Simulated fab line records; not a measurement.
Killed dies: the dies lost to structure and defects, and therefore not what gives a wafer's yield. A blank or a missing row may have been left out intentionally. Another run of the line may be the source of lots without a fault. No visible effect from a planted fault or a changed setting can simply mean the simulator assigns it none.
Matching of chambers    flow n5Finfet    N5_DUMMY_GATE_ETCH_29 on rieDiel-02: 4 sister chambers
The step etches underlayer in N2/H2, target depth 13 nm. 24 wafers are shown with their chamber, then 12 later ones without.

WAFERS WITH THEIR CHAMBER
wafer   chamber  showerheadPlenumPTorr (Torr)  drypumpMotorCurrentA (A)  rfVppV (V)
L074.1  2        2.61                          5.3                       524.5
L074.2  3        2.62                          5.9                       525.0
L074.3  1        2.56                          5.9                       523.5
L074.4  2        2.61                          5.3                       524.8
L074.5  1        2.56                          5.9                       523.6
L074.6  3        2.62                          5.9                       526.8
L077.1  1        2.56                          5.9                       525.5
L077.3  2        2.61                          5.3                       526.5
L077.6  2        2.61                          5.3                       525.9
L078.1  1        2.56                          5.9                       524.5
L078.2  3        2.61                          5.9                       526.8
L078.3  0        2.41                          6.5                       521.5
L078.4  3        2.61                          5.9                       526.8
L078.5  0        2.41                          6.5                       520.9
L078.6  1        2.56                          5.9                       523.8
L081.2  3        2.61                          5.9                       527.4
L081.3  1        2.55                          5.9                       523.7
L081.5  0        2.41                          6.5                       520.8
L084.1  2        2.61                          5.2                       525.4
L084.2  1        2.55                          5.9                       524.5
L084.6  0        2.41                          6.6                       521.1
L087.1  1        2.55                          5.9                       525.5
L087.3  3        2.61                          5.9                       524.8
L087.6  0        2.40                          6.6                       519.9

SIGNATURES (averages over the wafers above)
reading                chamber 0  chamber 1  chamber 2  chamber 3  scatter within a chamber
showerheadPlenumPTorr  2.4080     2.5562     2.6100     2.6133     0.00448
drypumpMotorCurrentA   6.540      5.900      5.280      5.900      0.0316
rfVppV                 520.840    524.325    525.420    526.267    0.855
Rule: for each reading, subtract the chamber's mean from the wafer's reading, divide by that reading's scatter and square the result; add these up over the readings and take the root, which gives the wafer's distance from the chamber. The wafer belongs to the nearest chamber; if the next one is less than 2 further off, it can't be placed. How the scatter is found: for the shown wafers, subtract from each reading the mean of its chamber, square and add these, divide the total by (wafers less chambers), then take the root.

WAFERS WITHOUT THEIR CHAMBER
wafer   showerheadPlenumPTorr (Torr)  drypumpMotorCurrentA (A)  rfVppV (V)
L092.1  2.55                          5.9                       524.7
L092.2  2.60                          5.3                       524.6
L092.3  2.40                          6.5                       520.8
L092.4  2.60                          5.9                       524.0
L092.5  2.60                          5.2                       524.4
L092.6  2.60                          6.0                       525.2
L093.1  2.54                          5.9                       524.2
L093.2  2.60                          5.9                       524.8
L093.4  2.60                          5.3                       524.0
L095.2  2.54                          5.9                       523.5
L095.3  2.60                          5.9                       525.4
L095.4  2.40                          6.5                       521.7

THE CHAMBER EACH PASSED THROUGH
wafer   from the rows above  in truth
L092.1  1                    1
L092.2  2                    2
L092.3  0                    0
L092.4  3                    3
L092.5  2                    2
L092.6  3                    3
L093.1  1                    1
L093.2  3                    3
L093.4  2                    2
L095.2  1                    1
L095.3  3                    3
L095.4  0                    0
Placed correctly: 12 of 12. Left unplaced by these rows: 0. 0 placed wrongly.
